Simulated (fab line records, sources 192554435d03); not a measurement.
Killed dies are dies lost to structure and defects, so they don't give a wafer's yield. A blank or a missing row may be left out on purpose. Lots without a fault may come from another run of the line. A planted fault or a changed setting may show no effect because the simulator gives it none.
Chamber matching | flow n5_finfet | N5_BEOL_M0_SAQP_MANDREL2_REMOVE_110 on rie_si-02: 4 sister chambers
The step chemistry HBr/Cl2/O2, target a-Si, stops on SiCN, bt time 10 s. 8 wafers are shown with their chamber, then 10 later ones without.

WAFERS WITH THEIR CHAMBER
wafer  | chamber | throttle_valve_pct (%) | drypump_motor_current_A (A)
L092.1 | 2       | 36.59                  | 6.7
L092.5 | 0       | 36.68                  | 6.0
L092.6 | 3       | 37.19                  | 6.5
L093.2 | 2       | 36.60                  | 6.7
L093.4 | 0       | 36.66                  | 6.1
L093.6 | 3       | 37.20                  | 6.5
L094.2 | 1       | 36.56                  | 5.5
L094.5 | 1       | 36.57                  | 5.5

WAFERS WITHOUT THEIR CHAMBER
wafer  | throttle_valve_pct (%) | drypump_motor_current_A (A)
L094.6 | 36.61                  | 6.7
L095.2 | 36.56                  | 5.5
L095.5 | 37.19                  | 6.5
L095.6 | 36.62                  | 6.6
L096.1 | 36.56                  | 5.5
L096.3 | 36.69                  | 6.1
L096.4 | 37.18                  | 6.4
L097.2 | 36.68                  | 6.1
L097.3 | 36.60                  | 6.7
L097.5 | 36.58                  | 5.5

WHICH CHAMBER EACH WENT THROUGH
wafer  | from the rows above | in truth
L094.6 | 2                   | 2
L095.2 | 1                   | 1
L095.5 | 3                   | 3
L095.6 | 2                   | 2
L096.1 | 1                   | 1
L096.3 | 0                   | 0
L096.4 | 3                   | 3
L097.2 | 0                   | 0
L097.3 | 2                   | 2
L097.5 | 1                   | 1
Placed correctly: 10 of 10. Can't be placed from these rows: 0. Placed wrongly: 0.
How it was worked out, from the rows above alone: a wafer's distance from a chamber is the root of the sum, over the readings, of the square of ((its reading less the chamber's mean) divided by the reading's scatter). The wafer belongs to the nearest chamber; if the next one is less than 2 further off, it can't be placed. A chamber's mean is the mean of its shown wafers. The scatter: the root of (the sum of the squares of (reading less its chamber's mean) over the shown wafers, divided by (wafers less chambers)).
